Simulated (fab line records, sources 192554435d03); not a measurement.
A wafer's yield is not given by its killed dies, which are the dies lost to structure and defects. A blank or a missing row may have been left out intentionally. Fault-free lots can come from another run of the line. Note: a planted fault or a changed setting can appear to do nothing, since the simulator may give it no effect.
Which tool was responsible? | flow n5_finfet | Sampling: 10 lots, 30 wafers, 3 of 1938 route steps

== WHAT THE GAUGES READ, wafer by wafer ==
N5_BEOL_M11_OVL_MEAS_29.
lot  | measured     | on         | V10_OVL (nm)
L812 | day 10 10:51 | overlay-02 | 0.1 0.0 0.2
L814 | day 10 22:46 | overlay-01 | 0.3 -1.4 0.3
L817 | day 11 16:08 | overlay-02 | 0.3 0.8 -0.2
L816 | day 11 16:36 | overlay-01 | -0.6 -0.3 -1.3
L820 | day 12 21:46 | overlay-01 | -1.0 -1.3 -0.2
L826 | day 14 03:34 | overlay-01 | 6.2 5.6 6.6
L827 | day 14 10:20 | overlay-01 | 6.5 5.2 6.2
L832 | day 15 19:10 | overlay-02 | -0.1 1.1 0.0
L830 | day 15 23:51 | overlay-01 | 0.4 0.9 0.1
L831 | day 15 23:41 | overlay-02 | -0.1 0.0 0.4

== WHAT TOOL EACH LOT RAN ON (gives the tool, then ch and the chambers of the sampled wafers, and finally the start) ==
lot  | N5_BEOL_M11_PECVD_70            | N5_BEOL_M11_EXPOSE_25
L812 | pecvd-04 ch 0,2, day 10 07:35   | arfi_scanner-03 ch 0, day 10 10:41
L814 | pecvd-02 ch 0,1,2, day 10 20:07 | arfi_scanner-03 ch 0, day 10 22:35
L817 | pecvd-03 ch 0,1, day 11 14:12   | arfi_scanner-02 ch 0, day 11 15:58
L816 | pecvd-02 ch 0,1, day 11 15:02   | arfi_scanner-03 ch 0, day 11 16:26
L820 | pecvd-04 ch 0,1, day 12 15:53   | arfi_scanner-03 ch 0, day 12 21:37
L826 | pecvd-03 ch 0,1,2, day 14 01:28 | arfi_scanner-03 ch 0, day 14 03:24
L827 | pecvd-04 ch 1,2, day 14 04:36   | arfi_scanner-03 ch 0, day 14 10:11
L832 | pecvd-04 ch 0,2, day 15 13:50   | arfi_scanner-01 ch 0, day 15 19:00
L830 | pecvd-02 ch 0,1, day 15 18:14   | arfi_scanner-01 ch 0, day 15 23:42
L831 | pecvd-04 ch 0,1,2, day 15 19:02 | arfi_scanner-02 ch 0, day 15 23:31
- N5_BEOL_M11_PECVD_70: deposits SiO2 from TEOS/O2, target thk 20 nm, time 22.7 s.
- N5_BEOL_M11_EXPOSE_25: exposes mask V10.

== THE ANSWER, worked out from the rows above alone ==
Rule: the lots themselves supply what counts as usual. The widest of any qualifying gaps counts: lots, ordered by their means at a reading, are off when they make up no more than a third of the lots, leave a main group of 4 or more, and stand apart from it by 3 or more times the standard deviation of that group's means. A main group is skipped when, at the precision printed for the reading in the tables above, its means are all equal. Also off: a lot with no number at a reading for which 4 or more lots have one. Any other lot the step has rows for is counted as sound.
Off: at N5_BEOL_M11_OVL_MEAS_29 (V10_OVL), L826, L827. Main group: mean -0.1 nm, sd 0.46.
A tool fits if, at a process step before that reading, it ran every lot that is off, and no sound lot after the first of them. Those tools and the gauges at N5_BEOL_M11_OVL_MEAS_29 are tried in the same way. One fits: arfi_scanner-03 at N5_BEOL_M11_EXPOSE_25. Its last sound lot is L820 (day 12 21:37), its first lot that is off L826 (day 14 03:24): a fault that began between those two fits.

== WHAT THE SIMULATOR HAD PUT IN ==
Scanner matching overlay: arfi_scanner-03, from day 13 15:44 on, at N5_BEOL_M11_EXPOSE_25. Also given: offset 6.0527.
Lots struck among those shown: L826, L827. Same finding as the rule above.
